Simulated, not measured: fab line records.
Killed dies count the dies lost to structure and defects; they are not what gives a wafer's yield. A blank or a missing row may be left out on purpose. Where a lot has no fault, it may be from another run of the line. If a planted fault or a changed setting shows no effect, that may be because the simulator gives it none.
Split-lot experiment / flow n5-finfet / 21 wafers read across 7 lots, on a route 1938 steps long

THE SPLIT ITSELF
At N5_FIN_CUT_EXPOSE_05 (exposes mask FIN CUT), the setting dose-mj was moved away from the recipe's 45.75 on 6 of the 21 wafers read, by +2.1% to +6.3%. This setting was run at the recipe's value on the other wafers.

FROM THE SPLIT TO THE READING: what the file shows between them, 4 steps
- N5_FIN_CUT_PEB_06: peb time 60 s
- N5_FIN_CUT_DEVELOP_07: develop time 30 s
- N5_FIN_CUT_DESCUM_13: chemistry O2, time 7 s
- N5_FIN_CUT_ETCH_30: etches underlayer in N2/H2, target depth 13 nm, time 10.4 s

THE READING
FIN_CUT.cd-offset-nm (the simulator's own value, which no gauge read), in nm, at N5_FIN_CUT_ETCH_20 (etches SiARC in CF4, target depth 26 nm, time 43.3 s). The file does not state a usual value for it. The 15 wafers here that ran the recipe average -0.1 nm, standard deviation 0.2 nm.

wafer=L079.1; tool, chamber at the split=euv-scanner-01, 0; dose-mj as run=45.75; against the recipe=recipe; FIN_CUT.cd-offset-nm, nm=-0.2; against lot-mates on the recipe=-
wafer=L079.4; tool, chamber at the split=euv-scanner-01, 0; dose-mj as run=45.75; against the recipe=recipe; FIN_CUT.cd-offset-nm, nm=0; against lot-mates on the recipe=-
wafer=L079.6; tool, chamber at the split=euv-scanner-01, 0; dose-mj as run=47.68; against the recipe=+4.2%; FIN_CUT.cd-offset-nm, nm=0.4; against lot-mates on the recipe=+0.5
wafer=L084.2; tool, chamber at the split=euv-scanner-02, 0; dose-mj as run=46.72; against the recipe=+2.1%; FIN_CUT.cd-offset-nm, nm=0.4; against lot-mates on the recipe=+0.6
wafer=L084.3; tool, chamber at the split=euv-scanner-02, 0; dose-mj as run=46.72; against the recipe=+2.1%; FIN_CUT.cd-offset-nm, nm=0.4; against lot-mates on the recipe=+0.6
wafer=L084.4; tool, chamber at the split=euv-scanner-02, 0; dose-mj as run=45.75; against the recipe=recipe; FIN_CUT.cd-offset-nm, nm=-0.2; against lot-mates on the recipe=-
wafer=L086.1; tool, chamber at the split=euv-scanner-02, 0; dose-mj as run=45.75; against the recipe=recipe; FIN_CUT.cd-offset-nm, nm=-0.2; against lot-mates on the recipe=-
wafer=L086.3; tool, chamber at the split=euv-scanner-02, 0; dose-mj as run=45.75; against the recipe=recipe; FIN_CUT.cd-offset-nm, nm=-0.2; against lot-mates on the recipe=-
wafer=L086.4; tool, chamber at the split=euv-scanner-02, 0; dose-mj as run=45.75; against the recipe=recipe; FIN_CUT.cd-offset-nm, nm=-0.2; against lot-mates on the recipe=-
wafer=L088.2; tool, chamber at the split=euv-scanner-01, 0; dose-mj as run=45.75; against the recipe=recipe; FIN_CUT.cd-offset-nm, nm=0; against lot-mates on the recipe=-
wafer=L088.4; tool, chamber at the split=euv-scanner-01, 0; dose-mj as run=45.75; against the recipe=recipe; FIN_CUT.cd-offset-nm, nm=-0.6; against lot-mates on the recipe=-
wafer=L088.6; tool, chamber at the split=euv-scanner-01, 0; dose-mj as run=45.75; against the recipe=recipe; FIN_CUT.cd-offset-nm, nm=-0.2; against lot-mates on the recipe=-
wafer=L095.1; tool, chamber at the split=euv-scanner-02, 0; dose-mj as run=48.21; against the recipe=+5.4%; FIN_CUT.cd-offset-nm, nm=1; against lot-mates on the recipe=+0.8
wafer=L095.3; tool, chamber at the split=euv-scanner-02, 0; dose-mj as run=45.75; against the recipe=recipe; FIN_CUT.cd-offset-nm, nm=0.4; against lot-mates on the recipe=-
wafer=L095.6; tool, chamber at the split=euv-scanner-02, 0; dose-mj as run=45.75; against the recipe=recipe; FIN_CUT.cd-offset-nm, nm=0; against lot-mates on the recipe=-
wafer=L096.3; tool, chamber at the split=euv-scanner-02, 0; dose-mj as run=45.75; against the recipe=recipe; FIN_CUT.cd-offset-nm, nm=0; against lot-mates on the recipe=-
wafer=L096.5; tool, chamber at the split=euv-scanner-02, 0; dose-mj as run=48.63; against the recipe=+6.3%; FIN_CUT.cd-offset-nm, nm=1; against lot-mates on the recipe=+1.0
wafer=L096.6; tool, chamber at the split=euv-scanner-02, 0; dose-mj as run=48.63; against the recipe=+6.3%; FIN_CUT.cd-offset-nm, nm=1; against lot-mates on the recipe=+1.0
wafer=L097.2; tool, chamber at the split=euv-scanner-02, 0; dose-mj as run=45.75; against the recipe=recipe; FIN_CUT.cd-offset-nm, nm=-0.2; against lot-mates on the recipe=-
wafer=L097.5; tool, chamber at the split=euv-scanner-02, 0; dose-mj as run=45.75; against the recipe=recipe; FIN_CUT.cd-offset-nm, nm=-0.2; against lot-mates on the recipe=-
wafer=L097.6; tool, chamber at the split=euv-scanner-02, 0; dose-mj as run=45.75; against the recipe=recipe; FIN_CUT.cd-offset-nm, nm=-0.2; against lot-mates on the recipe=-

THE FIT
A straight line over all 21 wafers: FIN_CUT.cd-offset-nm changes by +0.183 nm for each +1% of dose-mj; r = +0.91; the points scatter about the line by 0.2 nm.
The same after taking each lot's own level away (the mean of its wafers on the recipe; 21 wafers): +0.156 nm for each +1%; r = +0.92; scatter 0.15 nm.
According to that fit, moving dose-mj by its largest amount changes the reading by 0.98 nm.
Across the lots, their own levels run from -0.27 to 0.20 nm, a range of 2.3 times the standard deviation given above.
So the slope is not independent of the lot-to-lot level: the two fits are not the same.
Check: with one of the wafers moved furthest among these (+6.3%) left out of the fit, the line predicts +1 nm for it against its lot-mates. Against them it came out at +1 nm.

FURTHER SPLITS ON THESE WAFERS
Note: prior to the reading, these wafers also went through further splits. Each is held against what the fit with the lots' levels taken away leaves over:
other split on the same wafers=N5_PMOS_HMC_CHANNEL_EPI_EXPOSE_06 dose-mj; wafers away from the commonest value=8; r with FIN_CUT.cd-offset-nm (lot level and that fit taken away)=+0.06
other split on the same wafers=N5_PMOS_HMC_CHANNEL_EPI_ETCH_32 bias-w; wafers away from the commonest value=5; r with FIN_CUT.cd-offset-nm (lot level and that fit taken away)=+0.17
other split on the same wafers=N5_FIN_SAQP_ETCH_65 time-s; wafers away from the commonest value=6; r with FIN_CUT.cd-offset-nm (lot level and that fit taken away)=+0.05
other split on the same wafers=N5_FIN_CUT_COAT_19 spin-rpm; wafers away from the commonest value=8; r with FIN_CUT.cd-offset-nm (lot level and that fit taken away)=+0.40

THE WHOLE CHAIN: every reading that the file lists as answering this split, in the file's order
step=N5_FIN_CUT_ETCH_30; what it does=etches underlayer in N2/H2, target depth 13 nm, time 10.4 s; reading=FIN_CUT.cd-offset-nm (the simulator's own value, which no gauge read); change (the file's fit)=+0.144 nm for each +1% of the setting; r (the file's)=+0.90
step=N5_FIN_CUT_ETCH_20; what it does=etches SiARC in CF4, target depth 26 nm, time 43.3 s; reading=FIN_CUT.cd-offset-nm (the simulator's own value, which no gauge read); change (the file's fit)=+0.154 nm for each +1% of the setting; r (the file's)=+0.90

FILE'S OWN FIT
FIN_CUT.cd-offset-nm changes by +0.154 nm for each +1% of dose-mj, r = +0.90.
